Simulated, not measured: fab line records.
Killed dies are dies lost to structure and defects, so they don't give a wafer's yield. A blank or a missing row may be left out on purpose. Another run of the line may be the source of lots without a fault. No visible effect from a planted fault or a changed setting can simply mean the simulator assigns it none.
fab line records	flow n5Finfet
[record] lots = 10	wafers = 28	lastDay = 19
route steps=1938 shown ZERO_LAYER@6 PMOS_HMC_CHANNEL_EPI@65 BEOL_M4@1111 PASSIVATION@1936
lots that met no fault: taken from a fault-free run of the same line
startH: hours from the record's opening day to when the first of the lot's shown wafers began	waitH: how many hours have passed since the lot's step before this one	" same as the row above	L1.1+2: a row that stands for several wafers	- no value, or no start was given	* or withheld: withheld	< > ~ a bound
route shown NAME@n: a module of which the file shows steps, and the number in the route of the first	usual: average and standard deviation across the fault-free wafers	same: alike in all rows	chamber/n: place in a boat	sites: per-site readings	_std_site: standard deviation of those values	_edge_site: mean of outer sites minus mean of inner sites	radiusMm: for every site, how far away it sits from the centre of the wafer	mask NAME#n: copy n	behind: the most recent tool/chamber to have shaped the wafer	hold: why the lot was held/for how many hours/how that ended	device: which transistor (n, p or np) failed to switch	end of line: the route-end tests of the same wafers	where a step has no rows: the recipe by itself	killed: at the first sort, the dies lost to defects and structure; wafer yield is something else	map: per-die view of a wafer (x killed, . not killed, _ where there is no die)
set.NAME: setting as actually run; set.NAME@STEP: the setting as run at that earlier step	model.NAME: the simulator's own value behind a step, which no gauge read
one table for each step of the route and one row for each wafer, over a sample of lots
services: from which hour (startH, from the record's first day; less than 0 if before it) a tool's chamber was out of use, for how many hours, and why
[[steps]]
[step N5_ZERO_LAYER_COAT_05]
[recipe] spinRpm = 1500	resistThkNm = 1000
[usual] dispensePressureKPa = 48/4.6	exhaustPa = 44.9/0.82	spinSpeedRpm = 1500.0/0.97
lot.wafer	tool	chamber	startH	waitH	dispensePressureKPa	exhaustPa	spinSpeedRpm
L367.1	lithoTrack-03	0	12.38	-	47	43.6	1500.9
L367.4	"	0	"	"	47	45.8	1498.7
L367.6	"	0	"	"	47	44.4	1498.8
L371.1	lithoTrack-02	0	36.36	-	43	43.4	1499.4
L371.3	"	0	"	"	43	44.4	1501.0
L375.1	lithoTrack-02	0	60.36	-	43	46.0	1500.5
L375.3	"	0	"	"	43	44.2	1499.4
L375.4	"	0	"	"	43	45.4	1500.0
L376.1	lithoTrack-02	0	66.36	-	43	46.6	1501.3
L376.4	"	0	"	"	43	44.8	1499.0
L377.1	lithoTrack-02	0	72.48	-	43	45.9	1554.9
L377.3	"	0	"	"	43	46.0	1553.8
L377.4	"	0	"	"	43	45.5	1554.6
L379.1	lithoTrack-02	0	84.36	-	43	45.4	1553.7
L379.2	"	0	"	"	43	45.4	1553.8
L379.3	"	0	"	"	43	44.3	1554.1
L381.1	lithoTrack-02	0	96.36	-	43	44.4	1556.6
L381.3	"	0	"	"	43	44.7	1555.1
L381.4	"	0	"	"	43	45.0	1556.3
L385.2	lithoTrack-04	0	120.83	-	55	44.9	1499.4
L385.3	"	0	"	"	55	44.6	1499.0
L385.5	"	0	"	"	55	45.2	1499.6
L387.2	lithoTrack-04	0	132.55	-	55	44.9	1500.8
L387.5	"	0	"	"	55	45.4	1500.0
L387.6	"	0	"	"	55	45.1	1500.5
L390.1	lithoTrack-03	0	150.36	-	47	44.3	1500.5
L390.3	"	0	"	"	47	45.5	1500.5
L390.5	"	0	"	"	47	45.7	1500.3
[step N5_ZERO_LAYER_DESCUM_16]
[recipe] chemistry = O2	timeS = 7.9	sourcePowerW = 50	biasPowerW = 20	pressureMtorr = 20	rfFrequencyHz = 2.712e+07	tempC = 40	o2FlowSccm = 225
[usual] drypumpMotorCurrentA = 6.1/0.47	oesProductAu = 0.76/0.044	rfVppV = 242.6/1.4	showerheadPlenumPTorr = 2.06/0.087	throttleValvePct = 20.51/0.19
lot.wafer	tool	chamber	startH	waitH	drypumpMotorCurrentA	oesProductAu	rfHoursCounterH	rfVppV	showerheadPlenumPTorr	throttleValvePct
L367.1	rieDiel-06	3	12.70	0.0	6.7	0.75	169	243.2	1.99	20.53
L367.4	"	2	"	"	5.6	0.77	117	242.5	2.19	20.44
L367.6	"	3	"	"	6.7	0.75	-	241.4	1.99	20.51
L371.1	rieDiel-02	3	36.81	0.0	6.2	0.75	126	241.9	2.02	20.83
L371.3	"	0	"	"	6.8	0.73	216	240.9	2.00	20.31
L375.1	rieDiel-06	3	60.81	0.0	6.7	0.74	183	242.0	1.99	20.53
L375.3	"	2	"	"	5.6	0.76	131	244.7	2.19	20.47
L375.4	"	0	"	"	6.0	0.71	210	243.6	2.08	20.41
L376.1	rieDiel-06	3	67.04	0.4	6.7	0.73	185	242.5	1.99	20.54
L376.4	"	0	"	"	6.0	0.71	211	243.0	2.08	20.42
L377.1	rieDiel-02	2	72.80	0.0	6.7	0.82	83	241.4	1.96	20.44
L377.3	"	3	"	"	6.2	0.74	136	242.2	2.01	20.86
L377.4	"	1	"	"	5.6	0.80	117	245.8	2.20	20.44
L379.1	rieDiel-02	3	84.81	0.0	6.2	0.74	141	241.7	2.01	20.83
L379.2	"	0	"	"	6.7	0.71	231	242.1	1.99	20.33
L379.3	"	2	"	"	6.7	0.80	87	240.9	1.96	20.46
L381.1	rieDiel-01	3	96.92	0.3	6.3	0.70	197	243.9	2.08	20.47
L381.3	"	2	"	"	5.4	0.79	76	243.3	2.14	20.48
L381.4	"	0	"	"	5.9	0.76	170	243.0	2.08	20.78
L385.2	rieDiel-06	1	121.15	0.0	6.0	0.82	94	242.2	1.94	20.24
L385.3	"	3	"	"	6.6	0.72	204	241.5	1.98	20.57
L385.5	"	0	"	"	6.0	0.70	-	242.0	2.07	20.45
L387.2	rieDiel-02	1	133.12	0.2	5.5	0.77	138	243.9	2.20	20.45
L387.5	"	1	"	"	5.5	0.76	-	244.7	2.20	20.46
L387.6	"	0	"	"	6.8	0.71	-	241.1	1.99	20.36
L390.1	rieDiel-01	3	150.68	0.0	6.3	0.69	214	243.6	2.07	20.50
L390.3	"	1	"	"	5.5	0.69	200	243.6	2.08	20.99
L390.5	"	2	"	"	5.4	0.78	-	242.9	2.13	20.49
[step N5_ZERO_LAYER_ETCH_18]
[recipe] chemistry = HBr/Cl2	target = Si	targetDepthA = 1200	timeS = 40	pressureMtorr = 10	icpW = 800	biasW = 75	HBr_flow_sccm = 150	Cl2_flow_sccm = 80
[usual] drypumpMotorCurrentA = 5.7/0.54	oesProductAu = 0.996/0.016	throttleValvePct = 36.3/0.3
lot.wafer	tool	chamber	startH	waitH	drypumpMotorCurrentA	oesProductAu	rfHoursCounterH	throttleValvePct
L367.1	rieSi-06	2	12.80	0.0	5.2	0.981	50	36.7
L367.4	"	0	"	"	5.6	0.990	131	35.8
L367.6	"	1	"	"	5.6	0.990	-	36.3
L371.1	rieSi-06	1	36.91	0.0	5.6	0.982	94	36.3
L371.3	"	2	"	"	5.3	0.985	50	36.7
L375.1	rieSi-06	0	60.92	0.0	5.7	0.987	131	35.8
L375.3	"	3	"	"	4.9	1.025	104	36.6
L375.4	"	2	"	"	5.3	0.979	51	36.7
L376.1	rieSi-03	1	67.15	0.0	5.6	1.005	144	36.4
L376.4	"	0	"	"	5.1	1.003	12	36.2
L377.1	rieSi-05	1	72.91	0.0	5.1	0.984	8	36.6
L377.3	"	0	"	"	5.9	1.016	196	35.9
L377.4	"	3	"	"	6.0	0.973	162	36.5
L379.1	rieSi-03	3	84.92	0.0	6.5	1.009	3	36.3
L379.2	"	2	"	"	6.6	1.001	84	35.7
L379.3	"	1	"	"	5.6	1.004	145	36.4
L381.1	rieSi-03	2	97.03	0.0	6.6	1.006	84	35.7
L381.3	"	1	"	"	5.6	1.004	145	36.4
L381.4	"	0	"	"	5.1	0.994	12	36.2
L385.2	rieSi-06	2	121.25	0.0	5.3	0.975	52	36.7
L385.3	"	0	"	"	5.7	0.989	132	35.9
L385.5	"	3	"	"	4.9	1.022	-	36.6
L387.2	rieSi-06	2	133.22	0.0	5.3	0.989	52	36.7
L387.5	"	2	"	"	5.3	0.982	-	36.7
L387.6	"	1	"	"	5.6	0.980	-	36.3
L390.1	rieSi-03	2	150.79	0.0	6.6	1.013	85	35.7
L390.3	"	0	"	"	5.1	1.000	13	36.2
L390.5	"	3	"	"	6.5	1.001	-	36.3
[step N5_ZERO_LAYER_STRIP_24]
[recipe] chemistry = O2	powerW = 1000	tempC = 250	overashFraction = 0.3	pressureMtorr = 1000	o2FlowSccm = 6750
[usual] drypumpMotorCurrentA = 6.0/0.42	heaterPowerW = 324/38	oesProductAu = 0.648/0.0046	stripTimeToEndpointS = 43.85/0.077
lot.wafer	tool	chamber	startH	waitH	drypumpMotorCurrentA	heaterPowerW	oesProductAu	rfHoursCounterH	stripTimeToEndpointS
L367.1	plasmaAsher-01	0	12.92	0.1	6.6	298	0.656	21	43.91
L367.4	"	0	"	"	6.6	295	0.649	-	43.87
L367.6	"	0	"	"	6.6	301	0.648	-	43.90
L371.1	plasmaAsher-02	0	37.02	0.1	6.0	292	0.644	78	43.77
L371.3	"	1	"	"	5.5	322	0.646	-	43.76
L375.1	plasmaAsher-01	1	61.02	0.1	5.6	382	0.663	31	43.81
L375.3	"	0	"	"	6.6	292	0.639	-	43.86
L375.4	"	1	"	"	5.6	386	0.647	-	43.83
L376.1	plasmaAsher-02	0	67.25	0.1	6.0	300	0.652	83	43.87
L376.4	"	1	"	"	5.6	330	0.646	-	43.86
L377.1	plasmaAsher-02	0	73.02	0.1	6.0	290	0.642	85	43.29
L377.3	"	0	"	"	6.0	298	0.645	-	43.29
L377.4	"	1	"	"	5.6	316	0.644	-	43.26
L379.1	plasmaAsher-01	1	85.03	0.1	5.6	389	0.648	35	43.26
L379.2	"	0	"	"	6.6	296	0.640	35	43.42
L379.3	"	1	"	"	5.6	376	0.643	-	43.26
L381.1	plasmaAsher-01	1	97.13	0.1	5.6	391	0.651	38	43.33
L381.3	"	1	"	"	5.6	374	0.642	-	43.23
L381.4	"	0	"	"	6.6	286	0.650	-	43.26
L385.2	plasmaAsher-01	1	121.36	0.1	5.6	387	0.646	43	43.97
L385.3	"	0	"	"	6.6	293	0.639	-	44.15
L385.5	"	0	"	"	6.6	299	0.651	-	44.04
L387.2	plasmaAsher-01	0	133.33	0.1	6.6	289	0.646	46	43.80
L387.5	"	1	"	"	5.6	376	0.648	-	43.72
L387.6	"	0	"	"	6.6	291	0.649	-	43.72
L390.1	plasmaAsher-02	0	150.89	0.1	6.1	302	0.649	101	43.80
L390.3	"	1	"	"	5.6	318	0.653	-	43.95
L390.5	"	1	"	"	5.6	325	0.649	-	43.86
[step N5_PMOS_HMC_CHANNEL_EPI_CD_MEAS_09]
[recipe] targetCdNm = 237.4	landingEnergyEv = 500	detector = seInlens
[usual] cdNm = 237.3/0.92
lot.wafer	tool	chamber	startH	waitH	cdNm
L367.1	cdSem-03	0	16.98	-	236.9
L367.4	"	0	"	"	237.8
L367.6	"	0	"	"	237.0
L371.1	cdSem-02	0	41.17	-	235.3
L371.3	"	0	"	"	235.6
L375.1	cdSem-03	0	65.75	-	237.4
L375.3	"	0	"	"	237.0
L375.4	"	0	"	"	237.5
L376.1	cdSem-02	0	71.64	-	236.9
L376.4	"	0	"	"	237.1
L377.1	cdSem-03	0	77.64	-	236.5
L377.3	"	0	"	"	237.9
L377.4	"	0	"	"	236.6
L379.1	cdSem-02	0	89.38	-	236.8
L379.2	"	0	"	"	237.4
L379.3	"	0	"	"	236.2
L381.1	cdSem-03	0	102.02	-	237.9
L381.3	"	0	"	"	236.4
L381.4	"	0	"	"	237.2
L385.2	cdSem-02	0	125.67	-	238.0
L385.3	"	0	"	"	237.5
L385.5	"	0	"	"	236.1
L387.2	cdSem-02	0	139.71	-	237.5
L387.5	"	0	"	"	238.6
L387.6	"	0	"	"	236.9
L390.1	cdSem-02	0	155.01	-	237.8
L390.3	"	0	"	"	236.5
L390.5	"	0	"	"	237.4
[step N5_BEOL_M4_RC_MEAS_101]
[usual] DIBL_N = 36.4/1.9	DIBL_P = 35.8/2.1	IOFF_N = 0.158/0.029	IOFF_P = 0.21/0.035	ION_N = 676/14	ION_P = 465/9.7	SS_N = 71.5/0.66	SS_P = 73.4/0.7	VT_N = 249.8/3	VT_P = -250/3.3
lot.wafer	tool	chamber	startH	waitH	DIBL_N[mV/V]	DIBL_P[mV/V]	IOFF_N[nA/um]	IOFF_P[nA/um]	ION_N[uA/um]	ION_P[uA/um]	SS_N[mV/dec]	SS_P[mV/dec]	VT_N[mV]	VT_P[mV]
L367.1	prober-01	0	202.33	0.0	38.5	39.9	0.219	0.27	677	463	71.9	75.0	242.7	-249
L367.4	"	0	"	"	37.8	36.8	0.196	0.21	677	455	72.8	73.8	249.7	-251
L367.6	"	0	"	"	37.9	37.4	0.190	0.21	665	452	72.8	74.1	250.0	-253
L371.1	prober-02	0	211.23	0.3	38.7	39.5	0.200	0.23	693	465	72.1	74.2	246.4	-250
L371.3	"	0	"	"	37.0	37.7	0.170	0.21	694	473	71.2	73.7	248.1	-253
L375.1	prober-02	0	242.22	0.0	36.7	36.4	0.161	0.22	684	468	72.4	73.9	250.9	-247
L375.3	"	0	"	"	33.3	32.6	0.110	0.17	675	465	70.9	72.2	255.0	-251
L375.4	"	0	"	"	37.8	36.6	0.167	0.23	667	461	72.5	73.8	252.5	-246
L376.1	prober-01	0	244.14	0.0	38.3	38.8	0.204	0.30	678	472	72.6	74.8	246.1	-246
L376.4	"	0	"	"	34.2	35.3	0.135	0.23	686	482	71.4	73.7	250.5	-246
L377.1	prober-01	0	251.12	0.0	37.8	36.9	0.182	0.23	700	476	72.1	74.9	248.2	-247
L377.3	"	0	"	"	34.9	32.9	0.128	0.16	675	465	71.0	72.7	252.3	-255
L377.4	"	0	"	"	35.2	33.9	0.140	0.19	663	458	71.0	73.7	253.5	-253
L379.1	prober-02	0	276.91	0.0	38.2	38.0	0.187	0.21	678	465	72.9	73.3	248.1	-250
L379.2	"	0	"	"	33.7	33.5	0.113	0.15	663	456	70.5	71.4	253.5	-253
L379.3	"	0	"	"	36.4	36.1	0.148	0.18	675	452	71.4	73.2	250.3	-253
L381.1	prober-01	0	282.14	0.0	36.4	36.5	0.190	0.23	687	469	71.2	73.5	245.3	-252
L381.3	"	0	"	"	36.7	37.1	0.190	0.23	686	462	71.8	73.0	244.6	-249
L381.4	"	0	"	"	36.3	34.9	0.168	0.19	662	455	71.9	72.3	247.2	-251
L385.2	prober-02	0	306.54	0.3	35.8	34.8	0.155	0.21	671	469	71.1	73.4	250.0	-249
L385.3	"	0	"	"	35.2	34.1	0.142	0.19	666	459	71.3	73.4	251.1	-248
L385.5	"	0	"	"	34.1	31.6	0.117	0.16	656	448	71.0	72.0	250.5	-251
L387.2	prober-02	0	329.41	0.2	38.4	37.8	0.196	0.23	676	461	72.1	73.7	247.2	-247
L387.5	"	0	"	"	35.8	33.4	0.134	0.17	666	454	70.3	72.7	250.9	-251
L387.6	"	0	"	"	39.0	37.1	0.208	0.23	665	457	72.7	73.9	247.2	-250
L390.1	prober-01	0	346.11	0.0	33.6	33.7	0.126	0.18	668	463	72.0	72.9	252.8	-250
L390.3	"	0	"	"	31.6	31.8	0.110	0.16	667	462	70.6	72.2	253.3	-254
L390.5	"	0	"	"	30.2	30.0	0.091	0.14	652	455	70.8	71.9	257.4	-254
[step N5_PASSIVATION_PROBE_49]
[usual] defectLimitedYield = 91.3/1.3	killed_at_M0_to_M3 = 34/9.1	killed_at_M4_up = 14/5.6	killedAtContacts = 13/5.9	killedAtFrontEnd = 39/11	killedAtOther = 3.6/3	killedDies = 102/16	killedOpen = 68/12	killedShort = 33/7.3	sort_bin_4_leakage = 0.00/0.01	sort_bin_5_function = 5.2/0.89	sort_bin_6_memory = 3.2/0.68	sort_bin_8_speed = 0.00/0.027	sortNPass = 1078/16
[same] grossDies = 1180	killedAtBackSide = 0
lot.wafer	tool	chamber	startH	waitH	defectLimitedYield[%]	killed_at_M0_to_M3	killed_at_M4_up	killedAtContacts	killedAtFrontEnd	killedAtOther	killedDies	killedOpen	killedShort	sort_bin_4_leakage[%]	sort_bin_5_function[%]	sort_bin_6_memory[%]	sort_bin_8_speed[%]	sortNPass
L367.1	prober-02	-	309.24	0.0	91.2	39	11	11	42	1	104	69	35	0	5.3	3.0	0	1076
L367.4	prober-02	-	309.39	0.2	92.0	17	18	7	46	6	94	56	38	0	4.7	3.0	0	1086
L367.6	prober-02	-	309.49	0.3	91.0	28	14	8	49	7	106	75	27	0	4.9	3.6	0	1074
L375.1	prober-01	-	347.27	0.0	89.6	43	13	5	54	8	123	87	36	0	7.2	3.1	0	1057
L375.3	prober-01	-	347.37	0.1	90.0	58	13	10	30	7	118	79	39	0	5.8	4.1	0	1062
L375.4	prober-01	-	347.42	0.2	91.8	46	13	9	26	3	97	60	37	0	4.3	3.8	0	1083
L377.4	prober-02	-	357.34	0.2	91.9	27	15	5	45	3	95	65	29	0	4.7	3.3	0	1085
L381.3	prober-01	-	398.03	0.1	90.1	57	15	14	31	0	117	85	31	0	5.5	4.0	0	1063
L381.4	prober-01	-	398.08	0.2	90.7	42	18	12	29	9	110	79	28	0	5.8	3.1	0	1070
L387.2	prober-02	-	439.32	0.1	91.6	49	7	13	27	3	99	73	24	0	4.4	3.8	0	1081
L387.5	prober-02	-	439.47	0.2	92.4	23	11	15	38	3	90	68	21	0	4.9	2.5	0	1090
// killed by level:class
L367.1 FIN_SAQP:geometricParticle:short=15 BEOL_M2:geometricParticle:open=12 MOL_CONTACT_COAG:geometricParticle:open=9 FIN_SAQP:geometricParticle:open=7 BEOL_M1:geometricParticle:open=7 BEOL_M3:geometricParticle:open=7 BEOL_M0_SAQP:geometricParticle:open=5 STI_FIN_REVEAL:geometricParticle:open=4
L367.4 STI_FIN_REVEAL:geometricParticle:open=13 FIN_SAQP:geometricParticle:open=7 FIN_SAQP:geometricParticle:short=7 MOL_CONTACT_COAG:geometricParticle:open=7 BEOL_M0_SAQP:geometricParticle:short=7 BEOL_M4:geometricParticle:short=7 GATE_CUT:geometricParticle:short=5 BEOL_M5:geometricParticle:open=3
L367.6 BEOL_M2:geometricParticle:open=13 STI_FIN_REVEAL:geometricParticle:open=12 MOL_CONTACT_COAG:geometricParticle:open=8 FIN_SAQP:geometricParticle:short=7 BEOL_M4:geometricParticle:open=6 GATE_CUT:geometricParticle:short=5 BEOL_M3:geometricParticle:open=5 BEOL_M0_SAQP:geometricParticle:open=4
L375.1 FIN_SAQP:geometricParticle:open=15 FIN_SAQP:geometricParticle:short=15 BEOL_M2:geometricParticle:open=13 BEOL_M3:geometricParticle:open=9 DUMMY_GATE:geometricParticle:open=7 BEOL_M0_SAQP:geometricParticle:open=7 BEOL_M4:geometricParticle:open=6 MOL_CONTACT_COAG:geometricParticle:open=5
L375.3 BEOL_M0_SAQP:geometricParticle:short=14 BEOL_M1:geometricParticle:open=13 BEOL_M0_SAQP:geometricParticle:open=10 MOL_CONTACT_COAG:geometricParticle:open=8 STI_FIN_REVEAL:geometricParticle:open=7 BEOL_M3:geometricParticle:open=7 BEOL_M4:geometricParticle:open=5 BEOL_M2:geometricParticle:open=5
L375.4 FIN_SAQP:geometricParticle:open=8 BEOL_M1:geometricParticle:open=8 BEOL_M0_SAQP:geometricParticle:open=8 BEOL_M0_SAQP:geometricParticle:short=8 BEOL_M2:geometricParticle:open=7 MOL_CONTACT_COAG:geometricParticle:open=6 BEOL_M0:geometricParticle:short=5 BEOL_M1:geometricParticle:short=4
L377.4 FIN_SAQP:geometricParticle:open=12 BEOL_M4:geometricParticle:open=8 BEOL_M2:geometricParticle:open=8 FIN_SAQP:geometricParticle:short=6 GATE_CUT:geometricParticle:short=6 MOL_CONTACT_COAG:geometricParticle:open=5 BEOL_M8:geometricParticle:open=5 STARTING-WAFER:geometricParticle:open=5
L381.3 BEOL_M0_SAQP:geometricParticle:open=23 BEOL_M2:geometricParticle:open=12 MOL_CONTACT_COAG:geometricParticle:open=11 BEOL_M4:geometricParticle:open=9 BEOL_M0_SAQP:geometricParticle:short=8 STI_FIN_REVEAL:geometricParticle:open=7 BEOL_M3:geometricParticle:open=6 DUMMY_GATE:geometricParticle:open=5
L381.4 BEOL_M0_SAQP:geometricParticle:open=14 MOL_CONTACT_COAG:geometricParticle:open=12 BEOL_M4:geometricParticle:open=11 BEOL_M2:geometricParticle:open=8 BEOL_M3:geometricParticle:open=6 STI_FIN_REVEAL:geometricParticle:open=4 BEOL_M0_SAQP:geometricParticle:short=4 FIN_SAQP:geometricParticle:open=3
L387.2 BEOL_M2:geometricParticle:open=18 BEOL_M3:geometricParticle:open=13 MOL_CONTACT_COAG:geometricParticle:open=12 STI_FIN_REVEAL:geometricParticle:open=8 FIN_SAQP:geometricParticle:short=7 BEOL_M0_SAQP:geometricParticle:open=6 BEOL_M1:geometricParticle:open=4 BEOL_M3:geometricParticle:short=4
L387.5 MOL_CONTACT_COAG:geometricParticle:open=13 FIN_SAQP:geometricParticle:open=10 STI_FIN_REVEAL:geometricParticle:open=7 BEOL_M4:geometricParticle:open=6 BEOL_M1:geometricParticle:open=6 FIN_SAQP:geometricParticle:short=5 ILD0:geometricParticle:open=4 BEOL_M0_SAQP:geometricParticle:open=4
[[services]]
tool	chamber	startH	hours	kind
rieSi-05	2	-9.83	12.4	repair
rieDiel-06	-	-7.93	2.8	pm
rieDiel-02	2	-7.04	2.8	repair
rieDiel-01	2	25.38	2.1	repair
rieDiel-01	1	35.46	2.6	repair
rieSi-03	3	37.59	27.0	repair
lithoTrack-03	-	62.82	-	consumableReplace:filter
rieSi-06	0	65.25	6.7	repair
rieSi-05	3	88.26	6.9	repair
plasmaAsher-02	-	89.19	4.2	repair
rieDiel-02	3	91.57	11.8	repair
lithoTrack-04	-	96.29	-	consumableReplace:filter
rieDiel-06	2	100.74	18.2	repair
rieSi-06	-	106.71	2.8	repair
rieSi-05	0	127.53	-	clean
rieSi-05	0	127.53	22.7	scheduledDown
rieSi-05	0	127.53	22.7	ventCycle
rieDiel-02	2	130.94	1.8	repair
rieDiel-02	0	143.18	-	clean
rieDiel-02	0	143.18	-	consumableReplace:focusRing
rieDiel-02	0	143.18	-	consumableReplace:showerhead
rieDiel-02	0	143.18	14.2	scheduledDown
rieDiel-02	0	143.18	14.2	ventCycle
rieSi-03	-	144.87	0.2	repair
[[key]]
[firstSign] step = N5_ZERO_LAYER_COAT_05	reading = spinSpeedRpm	direction = up	sigmas = 56	usual = *	struck = *
[effect] step = N5_ZERO_LAYER_STRIP_24	reading = stripTimeToEndpointS	direction = down	sigmas = 7.3	usual = *	struck = *
metAt N5_ZERO_LAYER_COAT_05
struckLots L377,L379,L381
notActingAt N5_ZERO_LAYER_DESCUM_16,N5_ZERO_LAYER_ETCH_18,N5_PMOS_HMC_CHANNEL_EPI_CD_MEAS_09
onsetBetween 66.36 72.48
[fault] kind = processParameterDrift	tool = lithoTrack-02	chamber = -	onsetH = 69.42	steps = N5_ZERO_LAYER_COAT_05	channel = spinRpm	offset = *	shape = step	endH = 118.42	actsIn = *	stated = *
